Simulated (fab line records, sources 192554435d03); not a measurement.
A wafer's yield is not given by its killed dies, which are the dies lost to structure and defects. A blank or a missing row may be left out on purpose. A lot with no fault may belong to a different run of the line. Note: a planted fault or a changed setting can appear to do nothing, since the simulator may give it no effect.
Chamber matching | flow n5-finfet | 4 sister chambers for N5_BEOL_M7_ETCH_66 on rie-diel-03
The step etches SOC in N2/H2, target depth 80 nm, overetch 16 nm, time 120 s. 4 wafers are shown with their chamber, then 8 later ones without.

WAFERS WITH THEIR CHAMBER
wafer  | chamber | showerhead-plenum-p-Torr (Torr)
L081.5 | 2       | 2.50
L084.5 | 3       | 2.61
L084.6 | 1       | 2.59
L087.1 | 0       | 2.41

WAFERS WITH NO CHAMBER GIVEN
wafer  | showerhead-plenum-p-Torr (Torr)
L087.2 | 2.60
L087.5 | 2.41
L093.3 | 2.60
L093.4 | 2.60
L093.6 | 2.49
L095.3 | 2.49
L095.5 | 2.49
L095.6 | 2.59

WHICH CHAMBER EACH WENT THROUGH
wafer  | from the rows above     | in truth
L087.2 | can't be placed: 3 or 1 | 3
L087.5 | 0                       | 0
L093.3 | can't be placed: 3 or 1 | 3
L093.4 | can't be placed: 3 or 1 | 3
L093.6 | 2                       | 2
L095.3 | 2                       | 2
L095.5 | 2                       | 2
L095.6 | 1                       | 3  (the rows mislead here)
4 of 8 placed correctly. Unplaceable from these rows: 3, with the true chamber sitting among the candidates in 3. Wrongly placed: 1.
How it was worked out, from the rows above alone: a wafer's distance from a chamber is the root of the sum, over the readings, of the square of ((its reading less the chamber's mean) divided by the reading's scatter). If the next closest chamber is less than 2 further off than the closest, the wafer can't be placed; otherwise it belongs to the closest. The mean given for a chamber averages the wafers shown for that chamber. The scatter: with one shown wafer a chamber, the root of the mean of the squares of how far each hidden wafer lies from its nearest shown one.
